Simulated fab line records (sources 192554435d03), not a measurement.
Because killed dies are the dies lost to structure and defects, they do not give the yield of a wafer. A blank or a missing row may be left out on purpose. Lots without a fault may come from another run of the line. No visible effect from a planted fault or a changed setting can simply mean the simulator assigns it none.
Chamber matching / flow n5_finfet / N5_BEOL_M13_ETCH_59 on rie_diel-03: 4 sister chambers
The step etches BARC in N2/H2, target depth 89 nm, overetch 26.7 nm, time 67.9 s. 4 wafers are shown with their chamber, then 6 later ones without.

WAFERS PAIRED WITH THEIR CHAMBERS
wafer=L613.4; chamber=3; drypump_motor_current_A (A)=5.9
wafer=L617.2; chamber=0; drypump_motor_current_A (A)=5.9
wafer=L618.4; chamber=2; drypump_motor_current_A (A)=5.7
wafer=L618.5; chamber=1; drypump_motor_current_A (A)=6.4

WAFERS WHOSE CHAMBER IS MISSING
wafer=L616.1; drypump_motor_current_A (A)=5.9
wafer=L616.4; drypump_motor_current_A (A)=5.9
wafer=L616.5; drypump_motor_current_A (A)=6.0
wafer=L620.2; drypump_motor_current_A (A)=6.4
wafer=L620.4; drypump_motor_current_A (A)=5.7
wafer=L620.5; drypump_motor_current_A (A)=6.4

EACH ONE'S CHAMBER
wafer=L616.1; from the rows above=can't be placed: 0 or 3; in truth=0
wafer=L616.4; from the rows above=can't be placed: 0 or 3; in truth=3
wafer=L616.5; from the rows above=can't be placed: 0 or 3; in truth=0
wafer=L620.2; from the rows above=1; in truth=1
wafer=L620.4; from the rows above=2; in truth=2
wafer=L620.5; from the rows above=1; in truth=1
Placed correctly: 3 of 6. Unplaceable from these rows: 3, with the true chamber sitting among the candidates in 3. 0 placed wrongly.
How it was worked out, from the rows above alone: a wafer's distance from a chamber is the root of the sum, over the readings, of the square of ((its reading less the chamber's mean) divided by the reading's scatter). The wafer belongs to the nearest chamber; if the next one is less than 2 further off, it can't be placed. For every chamber, the mean is computed from those of its wafers that are shown. The scatter (one wafer shown for each chamber): square how far every hidden wafer sits from the nearest shown wafer, average those squares and take the square root.
